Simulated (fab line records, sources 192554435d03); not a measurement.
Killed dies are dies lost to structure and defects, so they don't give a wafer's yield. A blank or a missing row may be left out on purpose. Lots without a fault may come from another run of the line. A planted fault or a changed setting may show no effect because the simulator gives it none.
Chamber matching | flow n5_finfet | N5_STI_FIN_REVEAL_STRIP_24 on rie_diel-03: 4 sister chambers
The step strips in N2/H2, time 90 s. 8 wafers are shown with their chamber, then 8 later ones without.

WAFERS WITH THEIR CHAMBER
wafer  | chamber | drypump_motor_current_A (A) | showerhead_plenum_p_Torr (Torr)
L080.4 | 1       | 5.3                         | 3.29
L081.3 | 2       | 5.9                         | 3.36
L081.5 | 3       | 5.2                         | 3.55
L081.6 | 2       | 5.9                         | 3.36
L086.1 | 3       | 5.2                         | 3.54
L086.2 | 0       | 6.1                         | 3.32
L086.4 | 1       | 5.3                         | 3.29
L088.2 | 0       | 6.2                         | 3.32

WAFERS WITHOUT THEIR CHAMBER
wafer  | drypump_motor_current_A (A) | showerhead_plenum_p_Torr (Torr)
L088.3 | 5.8                         | 3.36
L088.6 | 5.3                         | 3.28
L092.4 | 5.2                         | 3.54
L092.5 | 6.1                         | 3.31
L092.6 | 5.9                         | 3.35
L093.1 | 5.2                         | 3.54
L093.5 | 5.9                         | 3.35
L093.6 | 5.3                         | 3.28

WHICH CHAMBER EACH WENT THROUGH
wafer  | from the rows above | in truth
L088.3 | 2                   | 2
L088.6 | 1                   | 1
L092.4 | 3                   | 3
L092.5 | 0                   | 0
L092.6 | 2                   | 2
L093.1 | 3                   | 3
L093.5 | 2                   | 2
L093.6 | 1                   | 1
Placed correctly: 8 of 8. Can't be placed from these rows: 0. Placed wrongly: 0.
How it was worked out, from the rows above alone: a wafer's distance from a chamber is the root of the sum, over the readings, of the square of ((its reading less the chamber's mean) divided by the reading's scatter). The wafer belongs to the nearest chamber; if the next one is less than 2 further off, it can't be placed. A chamber's mean is the mean of its shown wafers. The scatter: the root of (the sum of the squares of (reading less its chamber's mean) over the shown wafers, divided by (wafers less chambers)).
